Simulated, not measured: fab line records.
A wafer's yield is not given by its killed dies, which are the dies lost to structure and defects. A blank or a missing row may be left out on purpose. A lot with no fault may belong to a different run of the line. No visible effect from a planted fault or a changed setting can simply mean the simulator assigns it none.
The tool behind it: which one? | flow n5Finfet | Sampling: 10 lots, 30 wafers, 3 of 1938 route steps

WHAT THE GAUGES SHOWED, per wafer
N5_PASSIVATION_CD_MEAS_44: target cd 40000 nm. Usual: cdNm 39999 nm, standard deviation 4.7.
lot  | measured     | on       | cdNm (nm)         | flag
L159 | day 12 04:55 | cdSem-02 | 40002 39995 39997 | 
L160 | day 12 17:47 | cdSem-02 | 39995 39993 39995 | 
L162 | day 13 07:39 | cdSem-03 | 39993 39999 39995 | 
L166 | day 13 19:54 | cdSem-03 | 40003 39997 40007 | 
L167 | day 14 09:25 | cdSem-01 | 39999 39992 39999 | 
L169 | day 14 19:17 | cdSem-02 | 40004 39998 40003 | 
L174 | day 16 08:48 | cdSem-02 | 40008 40002 39995 | 
L175 | day 16 08:29 | cdSem-01 | 40003 39997 39995 | 
L177 | day 17 04:50 | cdSem-03 | 40005 40003 39999 | 
L180 | day 18 05:57 | cdSem-02 | 40001 39996 39991 | 

WHAT TOOL EACH LOT RAN ON (gives the tool, then ch and the chambers of the sampled wafers, and finally the start)
lot  | N5_BEOL_M15_TRENCH_ETCH_34        | N5_PASSIVATION_PECVD_35
L159 | rieDiel-06 ch 2,3, day 11 14:36   | pecvd-02 ch 0,1,2, day 12 04:28
L160 | rieDiel-06 ch 0,1,3, day 12 01:56 | pecvd-02 ch 0,2, day 12 17:14
L162 | rieDiel-05 ch 0,1,3, day 12 17:13 | pecvd-01 ch 0,1, day 13 07:05
L166 | rieDiel-02 ch 0,2,3, day 13 04:32 | pecvd-02 ch 0,1, day 13 19:28
L167 | rieDiel-02 ch 1,3, day 13 16:03   | pecvd-02 ch 0,1, day 14 08:52
L169 | rieDiel-05 ch 0,3, day 13 22:11   | pecvd-04 ch 0,2, day 14 18:51
L174 | rieDiel-05 ch 0,2, day 15 18:18   | pecvd-04 ch 0,2, day 16 08:22
L175 | rieDiel-02 ch 1,3, day 15 18:26   | pecvd-04 ch 0,1,2, day 16 08:03
L177 | rieDiel-05 ch 0,1, day 16 10:40   | pecvd-04 ch 0,2, day 17 04:13
L180 | rieDiel-02 ch 0,1,2, day 17 08:44 | pecvd-04 ch 0,2, day 18 05:31
- N5_BEOL_M15_TRENCH_ETCH_34: etches SiO2 in C4F8/O2/Ar, target depth 872.93 nm, time 199 s.
- N5_PASSIVATION_PECVD_35: deposits SiNx from SiH4/NH3/N2, target thk 700 nm, time 151.3 s.

AS READ BY THE TOOLS THEMSELVES (means over the sampled wafers that have a number; for cases with no such wafer, the mark the record gives instead)
N5_BEOL_M15_TRENCH_ETCH_34. Usual: drypumpMotorCurrentA 5.6 A, standard deviation 0.41; heInnerTorr 15.00 Torr, standard deviation 0.032; oesProductAu 0.78 a.u., standard deviation 0.065; rfVppV 2186 V, standard deviation 59; showerheadPlenumPTorr 3.43 Torr, standard deviation 0.12; throttleValvePct 30.82 %, standard deviation 0.21.
lot  | tool       | drypumpMotorCurrentA (A) | heInnerTorr (Torr) | oesProductAu (a.u.) | rfVppV (V) | showerheadPlenumPTorr (Torr) | throttleValvePct (%) | flag
L159 | rieDiel-06 | 5.6                      | 15.03              | 0.80                | 2162       | 3.46                         | 30.72                | 
L160 | rieDiel-06 | 5.4                      | 15.03              | 0.87                | 2161       | 3.35                         | 30.65                | 
L162 | rieDiel-05 | 5.7                      | 15.01              | 0.81                | 2223       | 3.48                         | 31.00                | 
L166 | rieDiel-02 | 5.5                      | 15.01              | 0.70                | 2195       | 3.45                         | 30.96                | 
L167 | rieDiel-02 | 5.9                      | 14.97              | 0.73                | 2133       | 3.39                         | 30.76                | 
L169 | rieDiel-05 | 5.8                      | 15.00              | 0.80                | 2244       | 3.46                         | 30.77                | 
L174 | rieDiel-05 | 5.7                      | 14.97              | 0.78                | 2244       | 3.48                         | 30.72                | 
L175 | rieDiel-02 | 5.9                      | 15.00              | 0.72                | 2133       | 3.38                         | 30.77                | 
L177 | rieDiel-05 | 6.0                      | 15.01              | 0.79                | 2212       | 3.46                         | 30.95                | 
L180 | rieDiel-02 | 5.6                      | 15.01              | 0.78                | 2179       | 3.36                         | 30.76                | 

N5_PASSIVATION_PECVD_35. Usual: heaterPowerW 349 W, standard deviation 100; showerheadPlenumPTorr 8.65 Torr, standard deviation 0.074; throttleValvePct 30.3 %, standard deviation 1.8.
lot  | tool     | heaterPowerW (W) | showerheadPlenumPTorr (Torr) | throttleValvePct (%) | flag
L159 | pecvd-02 | 424              | 8.66                         | 30.1                 | 
L160 | pecvd-02 | 493              | 8.64                         | 30.6                 | 
L162 | pecvd-01 | 295              | 8.74                         | 32.3                 | 
L166 | pecvd-02 | 392              | 8.67                         | 30.6                 | 
L167 | pecvd-02 | 436              | 8.65                         | 31.1                 | 
L169 | pecvd-04 | 313              | 8.63                         | 29.9                 | 
L174 | pecvd-04 | 305              | 8.62                         | 30.0                 | 
L175 | pecvd-04 | 334              | 8.62                         | 30.5                 | 
L177 | pecvd-04 | 282              | 8.64                         | 29.9                 | 
L180 | pecvd-04 | 269              | 8.63                         | 30.0                 | 

THE ANSWER, worked out from the rows above alone
Rule: a lot counts as off when the mean over its wafers that have a number is more than 3 standard deviations away from the usual mean. A lot without any number at a reading at which 4 lots or more have one is off too. Where the step has rows for the other lots, those lots are counted as sound. Order of review: gauges by route order, followed by the tools' own readings, for which a lot's mean as printed above is used. At the first step where some lot is off, the reading lying furthest off is the one used; lots without a number count as furthest.
No lot is off at any reading shown: from this, nothing can be told.

WHAT THE SIMULATOR HAD PUT IN
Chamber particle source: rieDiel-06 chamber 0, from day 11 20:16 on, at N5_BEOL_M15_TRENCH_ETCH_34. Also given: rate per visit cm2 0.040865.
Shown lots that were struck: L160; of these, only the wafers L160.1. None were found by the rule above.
